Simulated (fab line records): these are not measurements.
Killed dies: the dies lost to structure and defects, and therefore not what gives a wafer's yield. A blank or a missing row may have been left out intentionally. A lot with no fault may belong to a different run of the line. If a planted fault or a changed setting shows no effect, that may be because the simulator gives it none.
A struck lot beside a sound one + flow n5_finfet + 20 steps out of a route of 1938
Sound: wafers L153.1, L153.3, L153.5. Struck: wafer L161.4 (left out: L161.5, a lot-mate that was not struck); the cause follows at the end.
Order at every step that has rows: each side's tool, ch and its chambers, its first start. Under that, the readings that differ: sound wafers + struck wafers + difference of the means + sigmas: that difference in standard deviations of wafers without a fault.
alike: words and numbers the same on both sides, and readings whose means are apart by under 2 such deviations; not compared: readings that were withheld, readings missing a value for some wafer, numbers with overlapping values and no deviation given by the record, and bounds like >300 which may hide the same value.
Wherever a step has rows on one side only, a row that says differs or no value, or a row with sigmas, the two part there. Non-overlapping numbers with no deviation appear without sigmas and do not part them. Lack of a reading on every wafer of one side parts them only where that side has two or more wafers.

first, 6 steps without rows for these wafers: N5_BEOL_M1_COAT_22 (resist thk 30 nm); N5_BEOL_M1_EBR_24; N5_BEOL_M1_SOFTBAKE_23 (time 60 s); N5_BEOL_M1_EXPOSE_25 (exposes mask V0, defocus 5 nm, target cd 24 nm); N5_BEOL_M1_PEB_26 (peb time 60 s); N5_BEOL_M1_DEVELOP_27 (develop time 30 s).
N5_BEOL_M1_CD_MEAS_28: target cd y 23.3 nm.
  sound on cd_sem-01 ch 0, day 7 08:39; struck on cd_sem-02 ch 0, day 9 09:31
  alike: cd_nm
N5_BEOL_M1_OVL_MEAS_29:
  sound on overlay-02 ch 0, day 7 08:41; struck on overlay-01 ch 0, day 9 09:33
| reading     | sound       | struck | difference | sigmas |
|-------------|-------------|--------|------------|--------|
| V0_OVL (nm) | 1.3 0.5 1.4 | -0.4   | -1.5       | -2     |
N5_BEOL_M1_INSPECT_30: inspects for defects (brightfield).
  struck on defect_inspect-01, day 9 09:35; sound on defect_inspect-01, day 7 08:44
  alike: raw_defect_count
N5_BEOL_M1_DESCUM_33: chemistry O2, time 7 s.
  sound on rie_diel-02 ch 1,3, day 7 08:53; struck on rie_diel-03 ch 3, day 9 09:38
  alike: drypump_motor_current_A, oes_product_au, rf_vpp_V, showerhead_plenum_p_Torr, temp_c, throttle_valve_pct
  not compared: rf_hours_counter_h
N5_BEOL_M1_ETCH_77: etches underlayer in N2/H2, target depth 6.5 nm, time 5.2 s.
  sound on rie_diel-02 ch 1,3, day 7 08:55; struck on rie_diel-03 ch 3, day 9 09:40
  alike: drypump_motor_current_A, etch_rf_on_time_s, n2_flow_sccm, oes_product_au, rf_vpp_V, showerhead_plenum_p_Torr, throttle_valve_pct
  not compared: rf_hours_counter_h
N5_BEOL_M1_ETCH_69: etches SiARC in CF4, target depth 15.6 nm, time 26 s.
  sound on rie_diel-02 ch 1,3, day 7 08:56; struck on rie_diel-03 ch 3, day 9 09:41
  alike: drypump_motor_current_A, etch_rf_on_time_s, oes_product_au, rf_vpp_V, showerhead_plenum_p_Torr, throttle_valve_pct
  not compared: rf_hours_counter_h
N5_BEOL_M1_ALD_98: deposits SiO2, target thk 2.5 nm, pulse time 1 s, co reactant pulse time 1 s.
  sound on ald_sin-01 ch 0,3, day 7 09:02; struck on ald_sin-04 ch 2, day 9 09:46
| reading    | sound    | struck | difference | sigmas |
|------------|----------|--------|------------|--------|
| ald_cycles | 17 17 17 | 18     | +1         |        |
  alike: heater_power_w, precursor_pulse_height_rel
N5_BEOL_M1_ETCHBACK_99: etches SiO2 in CHF3, target depth 5 nm, time 10.4 s.
  sound on rie_diel-03 ch 1,2,3, day 7 09:10; struck on rie_diel-04 ch 1, day 9 11:22
| reading      | sound             | struck | difference | sigmas |
|--------------|-------------------|--------|------------|--------|
| rf_vpp_V (V) | 235.2 239.4 241.4 | 244.7  | +6.0       | +2     |
  alike: CHF3_flow_sccm, drypump_motor_current_A, oes_f_703_au, oes_product_au, showerhead_plenum_p_Torr, throttle_valve_pct
  not compared: rf_hours_counter_h
N5_BEOL_M1_ETCH_70: etches SOC in N2/H2, target depth 80 nm, overetch 16 nm, time 120 s.
  sound on rie_diel-03 ch 1,2,3, day 7 09:11; struck on rie_diel-04 ch 1, day 9 11:24
  alike: drypump_motor_current_A, n2_flow_sccm, oes_product_au, rf_vpp_V, showerhead_plenum_p_Torr, temp_c, throttle_valve_pct
  not compared: rf_hours_counter_h
then, 2 steps without rows for these wafers: N5_BEOL_M1_STRIP_71 (strips in N2/H2); N5_BEOL_M1_STRIP_78 (strips in N2/H2).
N5_BEOL_M1_VIA_ETCH_34: etches the open film in C4F6/O2, target depth 67.8 nm, time 64.4 s.
  sound on rie_diel-03 ch 1,2,3, day 7 09:17; struck on rie_diel-04 ch 1, day 9 11:30
| reading                  | sound        | struck | difference | sigmas |
|--------------------------|--------------|--------|------------|--------|
| rf_vpp_V (V)             | 653 660 667  | 676    | +16        | +3     |
| model.BEOL_M1.cd_nm (nm) | 18 17.8 17.8 | 17.4   | -0.5       |        |
  alike: drypump_motor_current_A, oes_f_703_au, oes_product_au, showerhead_plenum_p_Torr, throttle_valve_pct
  not compared: rf_hours_counter_h
then, 1 step without rows for these wafers: N5_BEOL_M1_STRIP_83 (strips in C4F6/O2).
N5_BEOL_M4_RC_MEAS_101:
  sound on prober-01 ch 0, day 8 23:05; struck on prober-02 ch 0, day 11 00:28
  alike: DIBL_N, DIBL_P, IOFF_N, IOFF_P, ION_N, ION_P, SS_N, SS_P, VT_N, VT_P

WHERE THEY PART
Earliest at N5_BEOL_M1_OVL_MEAS_29; latest, in this record, at N5_BEOL_M1_VIA_ETCH_34. Later steps at which nothing parts them and some readings are alike: N5_BEOL_M4_RC_MEAS_101.

WHY: what had been put in by the simulator
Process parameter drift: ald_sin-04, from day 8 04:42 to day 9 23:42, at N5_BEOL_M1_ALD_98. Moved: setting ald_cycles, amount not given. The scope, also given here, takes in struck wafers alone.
